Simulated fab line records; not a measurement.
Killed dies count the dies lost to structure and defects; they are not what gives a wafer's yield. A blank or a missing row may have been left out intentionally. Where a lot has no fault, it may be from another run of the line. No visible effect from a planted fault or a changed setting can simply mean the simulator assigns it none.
A lot that was struck, set against a sound lot    flow n5 finfet    14 steps out of a route of 1938
Sound: wafers L329.3, L329.4, L329.6. Struck: wafer L338.6 (L338.1, L338.3, from the same lot, were not struck and are left out); the cause is given at the end.
Each step with rows lists, per side, the tool, then ch with its chambers, then its first start. Under that, the readings that differ: sound wafers    struck wafers    difference of the means    sigmas: that difference in standard deviations of wafers without a fault.
alike: readings whose means differ by less than 2 such deviations, and words and numbers that are the same on both sides. not compared: withheld readings, readings that some wafer has no value for, bounds like >300 that may hide the same value, and numbers for which the record gives no deviation and whose values overlap.
Wherever a step has rows on one side only, a row that says differs or no value, or a row with sigmas, the two part there. Numbers that don't overlap but have no deviation are shown without sigmas and don't part them. Lack of a reading on every wafer of one side parts them only where that side has two or more wafers.

N5_BEOL_M0_SPUTTER_116: material Cu, target thk 4 nm, time 7.37 s.
  sound on pvd sputter-03 at day 7 22:20; struck on pvd sputter-01 at day 10 04:47
  alike: substrate temp c, throttle valve pct
then, 3 steps without rows for these wafers: N5_BEOL_M0_ANNEAL_117 (time 60 s); N5_BEOL_M0_SPUTTER_132 (material Cu, target thk 4 nm, time 7.37 s); N5_BEOL_M0_ANNEAL_133 (time 60 s).
N5_BEOL_M0_SPUTTER_134: material Cu, target thk 4 nm, time 7.37 s.
  sound on pvd sputter-03 at day 7 22:35; struck on pvd sputter-01 at day 10 05:01
  alike: substrate temp c, throttle valve pct
N5_BEOL_M0_ANNEAL_135: time 60 s.
  sound on pvd sputter-03 at day 7 22:40; struck on pvd sputter-01 at day 10 05:06
  alike: heater power w
N5_BEOL_M0_SPUTTER_141: material Cu, target thk 4 nm, time 7.37 s.
  sound on pvd sputter-03 at day 7 22:42; struck on pvd sputter-01 at day 10 05:08
  alike: substrate temp c, throttle valve pct
then, 3 steps without rows for these wafers: N5_BEOL_M0_ECD_118 (material Cu, target thk 300 nm); N5_BEOL_M0_ANNEAL_119 (time 90 s); N5_BEOL_M0_CMP_120 (polishes, stops on SiOC, t overpolish 6.9 s).
N5_BEOL_M0_PRE_CLEAN_131: time 15 s.
  sound on cvd co-02 ch 1,2, day 8 00:02; struck on cvd co-02 ch 0, day 10 05:58
reading             sound     struck  difference  sigmas
heater power w (W)  90 80 92  104     +17         +2
  not compared: since wet clean h
N5_BEOL_M0_CO_CAP_123: material Co, precursor CCTBA/H2, target thk 2 nm, time 102.1 s.
  sound on cvd co-02 ch 1,2, day 8 00:04; struck on cvd co-02 ch 0, day 10 06:00
reading                                     sound              struck  difference  sigmas
heater power w (W)                          241 225 236        255     +21         +2
run length s (s)                            124.0 124.3 124.6  185.3   +61.0       +99 or more
model.Co_of_BEOL_M0_CO_CAP_123.thk nm (nm)  2 2.2 2            3.2     +1.1        
  alike: chamber pressure Torr
  not compared: since wet clean h
then, 1 step without rows for these wafers: N5_BEOL_M0_PRE_CLEAN_124 (time 15 s).
-- record jumps: 4 days separate the struck wafers' starts on either side; left off in module BEOL_M0, taken up again in module BEOL_M4, whose first shown step is the route's number 1111 --
N5_BEOL_M4_RC_MEAS_101:
  sound on prober-02 ch 0, day 12 02:07; struck on prober-02 ch 0, day 13 23:47
  alike: DIBL_N, DIBL_P, IOFF_N, IOFF_P, ION_N, ION_P, SS_N, SS_P, VT_N, VT_P

== WHERE THEY PART ==
Last at N5_BEOL_M0_CO_CAP_123 as far as this record goes, first at N5_BEOL_M0_PRE_CLEAN_131. Later steps at which nothing parts them and some readings are alike: N5_BEOL_M4_RC_MEAS_101.

WHY: the cause the simulator had injected
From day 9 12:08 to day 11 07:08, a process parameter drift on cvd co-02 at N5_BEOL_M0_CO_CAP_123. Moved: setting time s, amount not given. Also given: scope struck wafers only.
